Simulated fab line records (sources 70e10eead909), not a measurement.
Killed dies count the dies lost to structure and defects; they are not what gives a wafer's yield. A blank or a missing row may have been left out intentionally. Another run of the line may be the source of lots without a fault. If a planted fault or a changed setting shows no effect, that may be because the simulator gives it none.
The same fault as seen by 2 desks :: flow nand harc :: every desk sees just its own numbers, and what lay behind them comes last

FROM THE METROLOGY DESK
What the gauges read for every lot (on any tool): the sampled wafers with a number, averaged. A lot is out of limits, marked OUT, if its mean lies more than 4 standard deviations from the usual mean; the brackets give that distance.
Columns: A = thk nm at NHARC_A_ONON_D1_THK_MEAS_34, usual 199.9 nm
lot: L801
first seen here: day 9 00:43
A: 197.7

lot: L803
first seen here: day 9 15:22
A: 201.2

lot: L805
first seen here: day 10 03:48
A: 200.9

lot: L804
first seen here: day 10 03:53
A: 201.7

lot: L807
first seen here: day 11 04:38
A: 199.5

lot: L809
first seen here: day 11 22:10
A: 200.9

lot: L812
first seen here: day 13 04:27
A: 199.2

lot: L813
first seen here: day 14 11:20
A: 202.4

lot: L814
first seen here: day 14 11:28
A: 200.2

lot: L816
first seen here: day 15 03:30
A: 202.2

lot: L821
first seen here: day 17 03:42
A: 200.2

lot: L823
first seen here: day 17 20:38
A: 200.4
This desk's finding: nothing out of limits on any of the 12 lots.

FOR THE TOOL OWNER'S DESK: rie diel-07
The tool's own readings at NHARC_A_CHANNEL_HOLE_D1_ETCH_39 (etches the open film in N2/H2, target depth 260 nm, time 325 s): means of the sampled wafers that have a number, for each lot that ran on this tool. A lot is out of limits, marked OUT, if its mean lies more than 4 standard deviations from the usual mean; the brackets give that distance.
Columns: A = drypump motor current A at NHARC_A_CHANNEL_HOLE_D1_ETCH_39, usual 5.5 A; B = oes product au at NHARC_A_CHANNEL_HOLE_D1_ETCH_39, usual 1.002 a.u.; C = rf vpp V at NHARC_A_CHANNEL_HOLE_D1_ETCH_39, usual 430.4 V; D = showerhead plenum p Torr at NHARC_A_CHANNEL_HOLE_D1_ETCH_39, usual 2.04 Torr; E = throttle valve pct at NHARC_A_CHANNEL_HOLE_D1_ETCH_39, usual 14.171 %
lot: L801
first seen here: day 9 05:35
A: 5.4
B: 0.995
C: 428.7
D: 1.96
E: 14.168

lot: L803
first seen here: day 9 18:38
A: 5.3
B: 0.998
C: 430.9
D: 2.05
E: 14.171

lot: L805
first seen here: day 10 07:16
A: 5.3
B: 1.009
C: 431.2
D: 2.05
E: 14.175

lot: L804
first seen here: day 10 09:04
A: 5.0
B: 1.001
C: 430.5
D: 2.05
E: 14.174

lot: L809
first seen here: day 12 01:25
A: 4.8
B: 1.012
C: 433.2
D: 2.12
E: 14.178

lot: L813
first seen here: day 14 16:40
A: 5.5
B: 0.811 (-21) OUT
C: 429.8
D: 2.03
E: 14.164

lot: L814
first seen here: day 14 18:04
A: 5.0
B: 0.815 (-20) OUT
C: 430.7
D: 2.04
E: 14.178

lot: L816
first seen here: day 15 06:41
A: 5.2
B: 0.803 (-22) OUT
C: 430.5
D: 2.03
E: 14.170
This desk's finding: out of limits on L813, L814, L816; first on L813, day 14 16:40 (oes product au at NHARC_A_CHANNEL_HOLE_D1_ETCH_39). In limits: L801, L803, L805, L804, L809.

TAKEN TOGETHER
The tool owner's desk had the chance to raise an alarm at day 14 16:40 on L813, L814, L816.
Metrology desk: nothing out of limits seen.
The metrology desk has L813, L814, L816 on record, within its limits.
The lots listed all ran NHARC_A_CHANNEL_HOLE_D1_ETCH_39 on rie diel-07.

WHAT THE SIMULATOR HAD PUT IN
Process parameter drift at NHARC_A_CHANNEL_HOLE_D1_ETCH_39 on rie diel-07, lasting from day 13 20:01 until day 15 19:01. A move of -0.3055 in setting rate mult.
Lots struck among those shown: L813, L814, L816.
Each desk's first reading out of limits, in hours after the fault started: the tool owner's desk, 21.
